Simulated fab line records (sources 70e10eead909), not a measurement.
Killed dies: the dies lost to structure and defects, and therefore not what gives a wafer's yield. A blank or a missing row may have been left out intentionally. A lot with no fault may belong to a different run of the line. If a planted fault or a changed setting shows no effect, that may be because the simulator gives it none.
Code-filled problem report in 8D (eight disciplines) form :: flow nand harc :: the parts of the form that need people (team, actions taken, sign-off) are left out

== 1. WHAT WENT WRONG ==
Mean of run length s at NHARC_P_BONDPAD_ETCH_12: 109.8 s across 2 wafers in 2 lots; on wafers with no fault it is 121.5 s (standard deviation 0.39). Relative to the usual mean, that is a shift of -30 standard deviations.
The step: etches the open film in CHF3/O2, target depth 200 nm, time 100 s.
Earliest sighting: wafer L734.3 on rie diel-08 at day 13 08:59. Wafers with a number at this step in the record: 42, from 14 lots. Rule for "out", or "out of limits": more than 4 standard deviations from the usual mean. The other wafers with a number count as sound.

== 2. WHAT THIS IS AND IS NOT ==
question: which readings at this step
is: run length s
is not: drypump motor current A, oes product au, rf vpp V, showerhead plenum p Torr, throttle valve pct

question: which lots
is: L734, L735
is not: L718, L719, L721, L724, L725, L727, L728, L731, L736, L739, L740, L741

question: which wafers of those lots
is: L734.3, L735.3
is not: L734.1, L734.2, L735.2, L735.4

question: read on which tools
is: rie diel-08
is not: rie diel-11, rie diel-13

question: when
is: from day 13 08:59
is not: up to then (26 sound wafers); but 14 sound wafers of L735, L736, L739, L740, L741 came after

== 3. SUSPECTS, AND WHAT RULES EACH OUT ==
Counting: if a tool at a process step up to the reading ran every lot that is out, it stays a suspect. Sound lots after the first of them don't rule it out here, since some wafers of a struck lot are sound.
- rtp anneal-02 at NHARC_P_M2_ANNEAL_31 (time 90 s): kept. It ran every lot that is out, first L734 (day 13 06:08); its last sound lot up to then is L731 (day 11 22:24).
- rie diel-08 at NHARC_P_BONDPAD_ETCH_12 (etches the open film in CHF3/O2, target depth 200 nm, time 100 s): kept. It ran every lot that is out, first L734 (day 13 08:59); its last sound lot up to then is L728 (day 11 02:28). On those wafers its own readings are out: run length s.
- Within rie diel-08 at NHARC_P_BONDPAD_ETCH_12: the wafers that are out ran in chamber 1; their sound lot-mates ran in chambers 0, 2, 3.
After counting, rtp anneal-02 at NHARC_P_M2_ANNEAL_31 and rie diel-08 at NHARC_P_BONDPAD_ETCH_12 remain.

== 4. THE CAUSE (what the simulator had put in) ==
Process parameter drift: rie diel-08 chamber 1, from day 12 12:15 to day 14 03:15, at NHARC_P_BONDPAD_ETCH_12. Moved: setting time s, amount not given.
After counting, 2 suspects remain, this tool included.

== 5. THE CHAIN OF EFFECTS, in route order ==
Each row: a reading where the mean over the struck wafers with a number is more than 3 standard deviations away from the usual. Readings are gone through only where the record gives a usual standard deviation; hours: the median, over the lots, of the time from a lot's start at the first step in this table giving one to that lot's start at this step; sigmas: the change measured in usual standard deviations.
hours: 0
step: NHARC_P_BONDPAD_ETCH_12
reading: run length s
usual: 121.5 s
on struck wafers: 109.8
change: -11.7
sigmas: -30
Here are the process steps it includes:
- NHARC_P_BONDPAD_ETCH_12: etches the open film in CHF3/O2, target depth 200 nm, time 100 s.

== 6. WHAT WOULD HAVE CAUGHT IT SOONER ==
The fault began at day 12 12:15; the first out-of-limits reading in this record came at day 13 08:59, 21 hours later.
